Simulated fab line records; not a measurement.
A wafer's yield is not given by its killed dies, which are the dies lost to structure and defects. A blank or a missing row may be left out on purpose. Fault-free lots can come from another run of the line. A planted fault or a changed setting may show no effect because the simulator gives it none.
Which tool was responsible? -- flow n5_finfet -- 27 wafers sampled from 9 lots at 1 step of a route of 1938

WHAT THE GAUGES READ, wafer by wafer
N5_BEOL_M2_CD_MEAS_18: pitch 36 nm, target cd 18 nm.
lot,measured,on,cd_nm (nm)
L215,day 6 12:36,cd_sem-01,19.3 17.6 18.5
L217,day 7 16:22,cd_sem-02,17.4 18.4 17.7
L219,day 7 17:00,cd_sem-03,18.1 17.9 18.2
L225,day 9 04:47,cd_sem-01,17.9 18.9 18.3
L230,day 10 10:16,cd_sem-02,17.7 18.6 17.8
L231,day 10 10:40,cd_sem-02,17.6 18.3 17.6
L232,day 10 23:07,cd_sem-01,18.4 17.7 18.1
L234,day 11 06:08,cd_sem-01,17.9 18.1 18.4
L236,day 11 18:16,cd_sem-01,17.8 18.7 18.0

TOOL THAT RAN EACH LOT (tool first, then ch and the chambers of the sampled wafers, then the start)
There is no process step in the record ahead of these readings.

THE ANSWER, worked out from the rows above alone
Rule: the lots themselves supply what counts as usual. Put in order of their means at a reading, lots are off if they are a third of the lots or fewer, leave a main group of 4 or more, and stand apart from it by a gap of 3 or more times the standard deviation of the main group's means; of several such gaps the widest counts. If all means in a main group match to the digits the tables above print for the reading, that group is not used. A lot without any number at a reading at which 4 lots or more have one is off too. The other lots that the step has rows for count as sound.
Nothing can be told from this: no lot is off at any reading shown.

WHAT THE SIMULATOR HAD PUT IN
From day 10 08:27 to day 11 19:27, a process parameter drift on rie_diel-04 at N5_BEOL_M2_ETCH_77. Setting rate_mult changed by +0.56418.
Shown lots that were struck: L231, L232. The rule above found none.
